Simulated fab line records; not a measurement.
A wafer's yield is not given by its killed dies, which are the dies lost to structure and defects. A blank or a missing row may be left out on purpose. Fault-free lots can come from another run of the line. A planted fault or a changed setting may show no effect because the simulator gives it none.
fab line records	flow nandHarc	part 1 of 2: steps 1 to 22 of 32
[record] lots = 5	wafers = 15	lastDay = 33
route steps=1302 shown A_M1@1177 A_BONDPAD@1202
lots that met no fault: taken from a fault-free run of the same line
startH: hours from the record's opening day to when the first of the lot's shown wafers began	waitH: hours from the lot's prior step to this one	" as in the row above	L1.1+2: a single row standing in for several wafers	- either no value or no given start	* or withheld: withheld	< > ~ a bound
route shown NAME@n: NAME is a module with steps in the file, n the number in the route of the first one	usual: mean and standard deviation over wafers with no fault	same: alike in all rows	chamber/n: place in a boat	sites: the reading at each site	_std_site: how widely they spread, as a standard deviation	_edge_site: mean of outer sites minus mean of inner sites	radiusMm: how far each site lies from the wafer's centre	mask NAME#n: copy n	behind: tool/chamber where the wafer was last shaped	hold: the reason the lot was held/the length of the hold in hours/how it ended	device: the transistor (n, p or np) that didn't switch	end of line: at the end of the route, the tests of the same wafers	a step without rows: its recipe alone	killed: dies lost to structure and defects at the first sort, not the wafer's yield	map: dies across one wafer; x = killed, . = not, _ = none there
set.NAME: the run value of the setting; set.NAME@STEP: its run value at that earlier step	model.NAME: the simulator's own value behind a step, which no gauge read
lots seen at some steps along the route; tables by step, rows by wafer
services: a tool's chamber out of use, with start hour (startH, from the record's first day; less than 0 if before it), hours out, and reason
[[steps]]
[step NHARC_A_M1_PEB_07]
[recipe] pebTempC = 100	pebTimeS = 65
[usual] exhaustPa = 44.5/0.96	plateTempC = 99.98/0.11
lot.wafer	tool	chamber	startH	waitH	exhaustPa	plateTempC
L078.1	lithoTrack-04	0	560.42	0.1	46.2	100.14
L078.5	"	0	"	"	46.0	100.09
L078.6	"	0	"	"	45.9	100.02
L080.2	lithoTrack-01	0	592.21	0.1	42.6	100.10
L080.4	"	0	"	"	43.0	100.04
L080.5	"	0	"	"	43.1	100.26
L082.3	lithoTrack-01	0	602.74	0.0	45.5	100.25
L082.4	"	0	"	"	44.8	100.00
L082.6	"	0	"	"	44.9	99.88
L085.2	lithoTrack-06	0	633.31	0.1	43.7	99.84
L085.3	"	0	"	"	44.7	100.07
L085.5	"	0	"	"	43.8	100.05
L095.1	lithoTrack-01	0	747.45	0.1	43.8	100.01
L095.5	"	0	"	"	44.5	100.08
L095.6	"	0	"	"	44.8	99.86
[step NHARC_A_M1_DEVELOP_08]
[recipe] developTimeS = 35	devTempC = 23
[usual] exhaustPa = 45.0/0.86
lot.wafer	tool	chamber	startH	waitH	exhaustPa
L078.1	lithoTrack-04	0	-	-	45.3
L078.5	"	0	"	"	44.2
L078.6	"	0	"	"	44.5
L080.2	lithoTrack-01	0	-	-	44.4
L080.4	"	0	"	"	44.8
L080.5	"	0	"	"	45.9
L082.3	lithoTrack-01	0	-	-	44.3
L082.4	"	0	"	"	44.5
L082.6	"	0	"	"	44.2
L085.2	lithoTrack-06	0	-	-	44.5
L085.3	"	0	"	"	44.5
L085.5	"	0	"	"	44.3
L095.1	lithoTrack-01	0	-	-	45.3
L095.5	"	0	"	"	45.2
L095.6	"	0	"	"	44.5
[step NHARC_A_M1_CD_MEAS_09]
[recipe] targetCdNm = 120	landingEnergyEv = 500
[usual] cdNm = 119.5/0.86
lot.wafer	tool	chamber	startH	waitH	cdNm
L078.1	cdSem-01	0	560.50	-	119.2
L078.5	"	0	"	"	119.8
L078.6	"	0	"	"	119.3
L080.2	cdSem-03	0	592.29	-	121.7
L080.4	"	0	"	"	120.5
L080.5	"	0	"	"	120.2
L082.3	cdSem-03	0	602.82	-	119.8
L082.4	"	0	"	"	119.4
L082.6	"	0	"	"	119.9
L085.2	cdSem-02	0	633.39	-	119.7
L085.3	"	0	"	"	117.2
L085.5	"	0	"	"	118.3
L095.1	cdSem-02	0	747.53	-	120.2
L095.5	"	0	"	"	120.0
L095.6	"	0	"	"	120.0
[step NHARC_A_M1_OVL_MEAS_10]
[recipe] pitchNm = 240
[usual] overlayXNm = 0.0/1.1	overlayYNm = -0.1/0.92
lot.wafer	tool	chamber	startH	waitH	overlayXNm	overlayYNm
L078.1	overlay-01	-	560.59	-	-0.6	-0.2
L078.5	"	-	"	"	-1.2	-0.8
L078.6	"	-	"	"	-0.8	-0.8
L080.2	overlay-02	-	592.38	-	-0.9	-1.1
L080.4	"	-	"	"	-1.2	-1.0
L080.5	"	-	"	"	-1.2	-1.1
L082.3	overlay-02	-	602.92	-	-1.1	0.4
L082.4	"	-	"	"	-0.8	0.2
L082.6	"	-	"	"	-1.1	0.3
L085.2	overlay-02	-	633.47	-	1.6	-1.8
L085.3	"	-	"	"	1.3	-2.6
L085.5	"	-	"	"	1.3	-2.1
L095.1	overlay-02	-	747.62	-	0.9	0.0
L095.5	"	-	"	"	0.4	0.5
L095.6	"	-	"	"	0.2	0.1
[step NHARC_A_M1_INSPECT_11]
[usual] rawDefectCount = 88/29
lot.wafer	tool	chamber	startH	waitH	rawDefectCount
L078.1	defectInspect-01	-	560.62	0.0	102
L078.5	"	-	"	"	111
L078.6	"	-	"	"	121
L080.2	defectInspect-02	-	592.42	0.0	106
L080.4	"	-	"	"	108
L080.5	"	-	"	"	105
L082.3	defectInspect-01	-	602.96	0.0	80
L082.4	"	-	"	"	83
L082.6	"	-	"	"	64
L085.2	defectInspect-02	-	633.51	0.0	79
L085.3	"	-	"	"	97
L085.5	"	-	"	"	85
L095.1	defectInspect-01	-	747.65	0.0	27
L095.5	"	-	"	"	29
L095.6	"	-	"	"	22
[step NHARC_A_M1_DESCUM_14]
[recipe] timeS = 3	o2FlowSccm = 200	arFlowSccm = 0	biasPowerW = 0	chemistry = O2
[usual] drypumpMotorCurrentA = 6.0/0.53	oesProductAu = 0.999/0.014	rfVppV = 57.8/0.79	showerheadPlenumPTorr = 1.91/0.062	throttleValvePct = 11.311/0.0096
[same] biasPowerW = 0
lot.wafer	tool	chamber	startH	waitH	drypumpMotorCurrentA	oesProductAu	rfHoursCounterH	rfVppV	showerheadPlenumPTorr	throttleValvePct
L078.1	rieDiel-08	2	560.70	0.1	6.1	1.000	0.1	57.6	1.94	11.318
L078.6	"	1	"	"	6.3	0.991	-	58.2	2.00	11.305
L078.5	"	2	"	"	6.1	0.981	-	57.0	1.94	11.303
L080.2	rieDiel-08	1	592.49	0.1	6.3	1.001	2.3	57.4	2.00	11.296
L080.4	"	3	"	"	6.4	1.005	2.7	58.7	1.85	11.309
L080.5	"	1	"	"	6.4	0.995	-	59.5	2.00	11.308
L082.3	rieDiel-05	2	603.02	0.1	6.4	1.008	0.2	57.9	1.85	11.321
L082.4	"	0	"	"	5.3	0.983	0.1	57.6	1.88	11.314
L082.6	"	1	"	"	6.4	0.985	-	57.9	1.95	11.321
L085.3	rieDiel-08	1	633.58	0.1	6.3	0.995	3.2	58.5	2.00	11.306
L085.2	"	3	"	"	6.4	1.004	3.7	57.5	1.85	11.295
L085.5	"	0	"	"	6.0	1.006	-	58.1	1.84	11.309
L095.1	rieDiel-12	3	747.72	0.1	5.7	0.999	5.9	58.1	1.91	11.316
L095.5	"	2	"	"	6.1	1.015	-	58.6	2.02	11.314
L095.6	"	3	"	"	5.7	1.007	-	56.7	1.91	11.303
[step NHARC_A_M1_ETCH_35]
[recipe] targetDepthA = 400	overetchA = 120	timeS = 43.94	ionEnergyEv = 200	n2FlowSccm = 150	h2FlowSccm = 150	arFlowSccm = 0	rfW = 400	biasW = 150	chemistry = N2/H2
[usual] drypumpMotorCurrentA = 6.0/0.53	h2FlowSccm = 150.0/0.47	oesProductAu = 0.998/0.013	rfVppV = 430.5/1.9	showerheadPlenumPTorr = 2.04/0.067	throttleValvePct = 14.171/0.0095
lot.wafer	tool	chamber	startH	waitH	drypumpMotorCurrentA	h2FlowSccm	oesProductAu	rfHoursCounterH	rfVppV	showerheadPlenumPTorr	throttleValvePct
L078.1	rieDiel-08	3	560.79	0.1	6.4	150.0	1.012	0.1	429.8	1.97	14.166
L078.5	"	1	"	"	6.3	149.5	1.002	-	432.8	2.13	14.172
L078.6	"	2	"	"	6.1	150.1	0.998	-	432.8	2.06	14.166
L080.4	rieDiel-08	3	592.57	0.1	6.4	150.0	1.002	2.7	428.7	1.97	14.182
L080.2	"	0	"	"	6.0	149.3	0.997	1.2	426.9	1.96	14.181
L080.5	"	2	"	"	6.1	149.8	0.993	-	431.3	2.06	14.179
L082.4	rieDiel-05	0	603.11	0.1	5.3	150.6	0.976	0.2	429.3	2.01	14.163
L082.3	"	1	"	"	6.4	149.6	0.973	0.2	432.3	2.08	14.183
L082.6	"	2	"	"	6.4	150.1	1.004	-	428.8	1.97	14.188
L085.2	rieDiel-08	3	633.66	0.1	6.4	149.4	0.999	3.7	429.8	1.97	14.174
L085.3	"	0	"	"	6.0	150.5	1.012	2.2	428.7	1.96	14.177
L085.5	"	3	"	"	6.4	149.4	0.999	-	428.9	1.97	14.167
L095.1	rieDiel-12	1	747.82	0.1	5.8	150.7	0.991	4.6	427.8	1.95	14.171
L095.6	"	2	"	"	6.1	149.7	1.004	-	433.6	2.16	14.171
L095.5	"	3	"	"	5.7	150.6	1.011	-	428.7	2.03	14.159
[step NHARC_A_M1_ETCH_15]
[recipe] targetDepthA = 1825	timeS = 91.2	c4f8FlowSccm = withheld	arFlowSccm = 400	rfW = 600	biasW = 300	chemistry = C4F8/Ar
[usual] oesProductAu = 0.943/0.023	rfVppV = 440.8/2.1
lot.wafer	tool	chamber	startH	waitH	oesProductAu	rfHoursCounterH	rfVppV
L078.1	rieDiel-08	3	-	-	0.965	0.1	437.2
L078.6	"	1	"	"	0.962	-	445.4
L078.5	"	2	"	"	0.939	-	441.7
L080.4	rieDiel-08	2	-	-	0.968	2.7	442.0
L080.2	"	0	"	"	0.961	1.2	437.1
L080.5	"	2	"	"	0.970	-	442.0
L082.4	rieDiel-05	1	-	-	0.942	0.2	440.9
L082.3	"	2	"	"	0.957	0.2	439.4
L082.6	"	2	"	"	0.959	-	439.1
L085.2	rieDiel-08	3	-	-	0.962	3.8	439.6
L085.3	"	0	"	"	0.941	2.3	438.0
L085.5	"	3	"	"	0.960	-	438.4
L095.1	rieDiel-12	3	-	-	0.932	6.0	441.4
L095.5	"	0	"	"	0.931	-	442.6
L095.6	"	1	"	"	0.897	-	438.3
[step NHARC_A_M1_CD_MEAS_16]
[usual] cdNm = 119.5/1.2
lot.wafer	tool	chamber	startH	waitH	cdNm
L078.1	cdSem-01	-	561.03	-	119.3
L078.5	"	-	"	"	120.0
L078.6	"	-	"	"	119.3
L080.2	cdSem-01	-	592.78	-	121.4
L080.4	"	-	"	"	122.6
L080.5	"	-	"	"	120.2
L082.3	cdSem-01	-	603.33	-	119.6
L082.4	"	-	"	"	119.7
L082.6	"	-	"	"	119.7
L085.2	cdSem-02	-	633.88	-	120.2
L085.3	"	-	"	"	117.5
L085.5	"	-	"	"	117.5
L095.1	cdSem-01	-	748.03	-	120.7
L095.5	"	-	"	"	120.7
L095.6	"	-	"	"	120.1
[step NHARC_A_M1_STRIP_18]
[recipe] powerW = 1000	n2FlowSccm = 150	h2FlowSccm = 150	arFlowSccm = 0	biasW = 0	chemistry = N2/H2
[usual] drypumpMotorCurrentA = 6.0/0.54	h2FlowSccm = 150.0/0.47	oesProductAu = 0.997/0.014	rfVppV = 90.6/0.85	showerheadPlenumPTorr = 2.04/0.067	throttleValvePct = 14.172/0.009
lot.wafer	tool	chamber	startH	waitH	drypumpMotorCurrentA	h2FlowSccm	oesProductAu	rfHoursCounterH	rfVppV	showerheadPlenumPTorr	throttleValvePct
L078.1	rieDiel-08	3	561.17	0.1	6.4	150.0	0.995	0.2	89.9	1.97	14.161
L078.5	"	1	"	"	6.3	150.4	0.987	-	90.7	2.13	14.167
L078.6	"	2	"	"	6.1	150.3	1.003	-	90.3	2.06	14.174
L080.4	rieDiel-05	2	592.88	0.1	6.4	150.5	1.003	0.0	90.5	1.97	14.185
L080.2	"	0	"	"	5.3	149.6	1.000	0.0	90.9	2.01	14.178
L080.5	"	1	"	"	6.4	149.6	0.990	-	90.6	2.08	14.164
L082.3	rieDiel-12	2	603.45	0.1	6.2	149.7	1.018	9.2	91.1	2.16	14.179
L082.4	"	3	"	"	5.7	150.7	0.990	9.0	91.1	2.03	14.163
L082.6	"	0	"	"	6.6	150.2	1.003	-	90.6	2.15	14.170
L085.2	rieDiel-05	3	633.95	0.1	4.8	150.2	1.015	0.8	90.4	2.04	14.168
L085.3	"	2	"	"	6.4	150.0	1.003	1.0	90.0	1.97	14.183
L085.5	"	3	"	"	4.8	149.2	1.008	-	91.3	2.04	14.173
L095.1	rieDiel-05	2	748.16	0.1	6.4	150.3	1.003	3.9	89.3	1.97	14.187
L095.6	"	0	"	"	5.4	149.6	0.982	-	91.4	2.01	14.167
L095.5	"	1	"	"	6.4	149.9	0.993	-	89.1	2.07	14.165
[step NHARC_A_M1_ETCH_28]
[recipe] targetDepthA = 300	overEtchFrac = 0.3	timeS = 72.99	ionEnergyEv = 150	cf4FlowSccm = 50	n2FlowSccm = 100	arFlowSccm = 150	rfW = 300	biasW = 100	chemistry = CF4/N2
[usual] drypumpMotorCurrentA = 6.0/0.54	oesProductAu = 0.998/0.013	rfVppV = 314.3/1.6	showerheadPlenumPTorr = 2.63/0.08	throttleValvePct = 19.795/0.0092
lot.wafer	tool	chamber	startH	waitH	drypumpMotorCurrentA	oesProductAu	rfHoursCounterH	rfVppV	showerheadPlenumPTorr	throttleValvePct
L078.1	rieDiel-08	1	-	-	6.3	1.007	0.2	314.9	2.73	19.787
L078.5	"	1	"	"	6.3	0.997	-	318.5	2.73	19.813
L078.6	"	3	"	"	6.4	1.017	-	313.0	2.55	19.803
L080.4	rieDiel-05	1	-	-	6.4	0.987	0.1	314.8	2.67	19.795
L080.2	"	2	"	"	6.5	0.999	0.1	313.5	2.54	19.770
L080.5	"	2	"	"	6.5	1.006	-	312.4	2.54	19.796
L082.3	rieDiel-12	3	-	-	5.7	0.985	9.0	313.5	2.62	19.786
L082.4	"	2	"	"	6.2	1.007	9.2	315.4	2.77	19.784
L082.6	"	0	"	"	6.6	0.990	-	315.9	2.75	19.796
L085.2	rieDiel-05	2	-	-	6.4	1.007	1.0	312.9	2.54	19.802
L085.3	"	1	"	"	6.4	0.977	1.1	314.9	2.67	19.803
L085.5	"	3	"	"	4.8	1.010	-	314.1	2.63	19.786
L095.1	rieDiel-05	0	-	-	5.3	0.982	3.4	314.7	2.59	19.799
L095.5	"	1	"	"	6.4	0.993	-	313.9	2.67	19.794
L095.6	"	2	"	"	6.4	0.997	-	314.0	2.54	19.772
[step NHARC_A_M1_STRIP_19]
[recipe] timeS = 600	tempC = 30	chemistry = postEtchResidueRemover
lot.wafer	tool	chamber	startH	waitH
L078.6+1+5	wetBench-10	0,1,4	561.54	-
L080.2+4+5	wetBench-10	1,5,6	593.23	-
L082.6+3+4	wetBench-10	4,5,7	603.78	-
L085.2+5+3	wetBench-08	0,2,3	634.33	-
L095.5+6+1	wetBench-10	5,0,1	748.49	-
[step NHARC_A_M1_DEGAS_29]
[recipe] tempC = 250	timeS = 60
[usual] heaterPowerW = 336/30	susceptorTempC = 250.02/0.17
lot.wafer	tool	chamber	startH	waitH	heaterPowerW	susceptorTempC
L078.1	pvdSputter-01	-	561.83	-	327	250.15
L078.5	"	-	"	"	402	249.55
L078.6	"	-	"	"	375	249.71
L080.2	pvdSputter-03	-	593.51	-	323	249.66
L080.4	"	-	"	"	353	250.10
L080.5	"	-	"	"	295	250.17
L082.4	pvdSputter-01	-	604.04	-	333	249.98
L082.3	"	-	"	"	331	250.20
L082.6	"	-	"	"	351	250.05
L085.3	pvdSputter-01	-	634.60	-	324	250.13
L085.2	"	-	"	"	405	250.17
L085.5	"	-	"	"	414	249.81
L095.1	pvdSputter-01	-	748.77	-	341	249.82
L095.5	"	-	"	"	322	249.79
L095.6	"	-	"	"	406	250.27
[step NHARC_A_M1_PRE_CLEAN_30]
[recipe] timeS = 30	tempC = 280	gas = H2/He
[usual] heaterPowerW = 409/37	susceptorTempC = 280.01/0.16
lot.wafer	tool	chamber	startH	waitH	heaterPowerW	susceptorTempC
L078.1	pvdSputter-01	-	-	-	492	-
L078.6	"	-	"	"	378	-
L078.5	"	-	"	"	470	-
L080.4	pvdSputter-03	-	-	-	426	280.11
L080.2	"	-	"	"	354	279.71
L080.5	"	-	"	"	352	280.12
L082.4	pvdSputter-01	-	-	-	406	280.06
L082.3	"	-	"	"	437	279.81
L082.6	"	-	"	"	417	280.30
L085.2	pvdSputter-01	-	-	-	415	279.77
L085.3	"	-	"	"	436	279.98
L085.5	"	-	"	"	410	279.99
L095.1	pvdSputter-01	-	-	-	411	279.98
L095.6	"	-	"	"	407	279.77
L095.5	"	-	"	"	406	279.91
[step NHARC_A_M1_PVD_20]
[recipe] targetThkA = 50	biasV = 168.6	powerW = 15000	chamberPressurePa = 0.12	timeS = 8.06	substrateTempC = 50	material = TaN
[usual] throttleValvePct = 29.9/1
lot.wafer	tool	chamber	startH	waitH	throttleValvePct
L078.1	pvdSputter-01	-	-	-	28.0
L078.5	"	-	"	"	31.0
L078.6	"	-	"	"	28.7
L080.2	pvdSputter-03	-	-	-	28.8
L080.4	"	-	"	"	31.3
L080.5	"	-	"	"	29.3
L082.4	pvdSputter-01	-	-	-	31.4
L082.3	"	-	"	"	28.3
L082.6	"	-	"	"	28.0
L085.3	pvdSputter-01	-	-	-	31.2
L085.2	"	-	"	"	29.1
L085.5	"	-	"	"	31.3
L095.1	pvdSputter-01	-	-	-	28.2
L095.6	"	-	"	"	28.4
L095.5	"	-	"	"	29.2
[step NHARC_A_M1_PVD_21]
[recipe] targetThkA = 300	chamberPressurePa = 5	powerW = 5000	substrateTempC = 30	timeS = 20.49	material = Cu
[usual] throttleValvePct = 30.0/1
lot.wafer	tool	chamber	startH	waitH	throttleValvePct
L078.1	pvdSputter-01	-	-	-	28.8
L078.5	"	-	"	"	31.4
L078.6	"	-	"	"	28.8
L080.2	pvdSputter-03	-	-	-	29.0
L080.4	"	-	"	"	29.7
L080.5	"	-	"	"	28.9
L082.3	pvdSputter-01	-	-	-	31.4
L082.4	"	-	"	"	31.1
L082.6	"	-	"	"	31.6
L085.2	pvdSputter-01	-	-	-	31.2
L085.3	"	-	"	"	29.1
L085.5	"	-	"	"	31.6
L095.1	pvdSputter-01	-	-	-	28.9
L095.5	"	-	"	"	27.9
L095.6	"	-	"	"	29.1
[step NHARC_A_M1_ECD_22]
[recipe] targetThkA = 4000	bathTempC = 25	material = Cu
lot.wafer	tool	chamber	startH	waitH
L078.1+6+5	ecdCu-02	0,0,1	562.17	-
L080.2+4+5	ecdCu-01	1,1,0	593.90	-
L082.4+3+6	ecdCu-02	0,1,1	604.50	-
L085.2+3+5	ecdCu-01	0	635.01	-
L095.1+6+5	ecdCu-01	0,0,1	749.11	-
[step NHARC_A_M1_ANNEAL_31]
[recipe] tempC = 225	timeS = 90
[usual] annealTempC = 224.97/0.17	wafer_temp_C_max = 225.75/0.27
lot.wafer	tool	chamber	startH	waitH	annealTempC	wafer_temp_C_max
L078.1	rtpAnneal-02	0	562.54	-	224.96	226.06
L078.5	"	0	"	"	225.11	225.94
L078.6	"	0	"	"	225.04	225.94
L080.2	rtpAnneal-01	0	594.33	-	225.28	225.79
L080.4	"	0	"	"	225.25	225.23
L080.5	"	0	"	"	225.02	225.43
L082.3	rtpAnneal-01	0	604.88	0.3	225.28	226.12
L082.4	"	0	"	"	225.20	225.69
L082.6	"	0	"	"	225.17	225.53
L085.2	rtpAnneal-01	0	635.41	0.4	224.77	225.60
L085.3	"	0	"	"	224.73	225.30
L085.5	"	0	"	"	224.68	225.32
L095.1	rtpAnneal-01	0	749.48	-	224.93	225.55
L095.5	"	0	"	"	225.10	225.95
L095.6	"	0	"	"	225.11	225.48
[step NHARC_A_M1_CMP_23]
[recipe] tOverpolishS = 20	targetThkNm = 154.34
[usual] motorCurrentA = 12.8/0.96	slurryFlowMlMin = 150.0/0.48	timeToEndpointS = 29/3.6
lot.wafer	tool	chamber	startH	waitH	motorCurrentA	slurryFlowMlMin	timeToEndpointS
L078.1	cmp-04	0	563.01	-	10.9	149.9	29
L078.6	"	1	"	"	13.2	150.8	22
L078.5	"	2	"	"	12.5	150.6	26
L080.2	cmp-02	3	594.95	-	12.9	150.2	32
L080.4	"	0	"	"	14.8	149.4	26
L080.5	"	2	"	"	12.8	150.4	32
L082.4	cmp-02	3	605.12	-	12.6	149.9	31
L082.3	"	1	"	"	12.5	149.3	35
L082.6	"	3	"	"	13.2	150.3	32
L085.2	cmp-04	0	635.71	-	11.3	149.6	32
L085.3	"	2	"	"	12.2	150.5	32
L085.5	"	0	"	"	11.2	149.1	31
L095.1	cmp-04	2	749.91	-	12.6	150.5	30
L095.5	"	3	"	"	12.7	149.6	30
L095.6	"	0	"	"	12.0	149.3	30
[step NHARC_A_M1_THK_MEAS_24]
[recipe] thkMeasGauge = xrf
[usual] thkNm = 154.3/2
lot.wafer	tool	chamber	startH	waitH	thkNm
L078.1	filmMetro-02	-	563.24	-	155.8
L078.5	"	-	"	"	154.1
L078.6	"	-	"	"	151.8
L080.2	filmMetro-01	-	595.20	-	157.6
L080.4	"	-	"	"	154.3
L080.5	"	-	"	"	155.5
L082.3	filmMetro-02	-	605.43	-	156.5
L082.4	"	-	"	"	154.3
L082.6	"	-	"	"	156.8
L085.2	filmMetro-01	-	636.03	-	154.8
L085.3	"	-	"	"	153.7
L085.5	"	-	"	"	154.0
L095.1	filmMetro-02	-	750.14	-	158.6
L095.5	"	-	"	"	154.4
L095.6	"	-	"	"	155.9
[step NHARC_A_M1_SRD_25]
lot.wafer	tool	chamber	startH	waitH
L078.5+1+6	wetBench-08	1,2,3	563.29	0.0
L080.5+4+2	wetBench-08	1,2,4	595.25	0.0
L082.4+6+3	wetBench-08	5,7,0	605.47	0.0
L085.3+5+2	wetBench-10	5,7,1	636.07	0.0
L095.1+5+6	wetBench-08	5,6,0	750.19	0.0
[step NHARC_A_M1_INSPECT_27]
[usual] rawDefectCount = 542/130
lot.wafer	tool	chamber	startH	waitH	rawDefectCount
L078.1	defectInspect-02	-	563.40	0.0	474
L078.5	"	-	"	"	466
L078.6	"	-	"	"	616
L080.2	defectInspect-02	-	595.36	0.0	500
L080.4	"	-	"	"	690
L080.5	"	-	"	"	561
L082.3	defectInspect-01	-	605.59	0.0	602
L082.4	"	-	"	"	470
L082.6	"	-	"	"	575
L085.2	defectInspect-02	-	636.19	0.0	669
L085.3	"	-	"	"	776
L085.5	"	-	"	"	555
L095.1	defectInspect-01	-	750.30	0.0	335
L095.5	"	-	"	"	345
L095.6	"	-	"	"	334
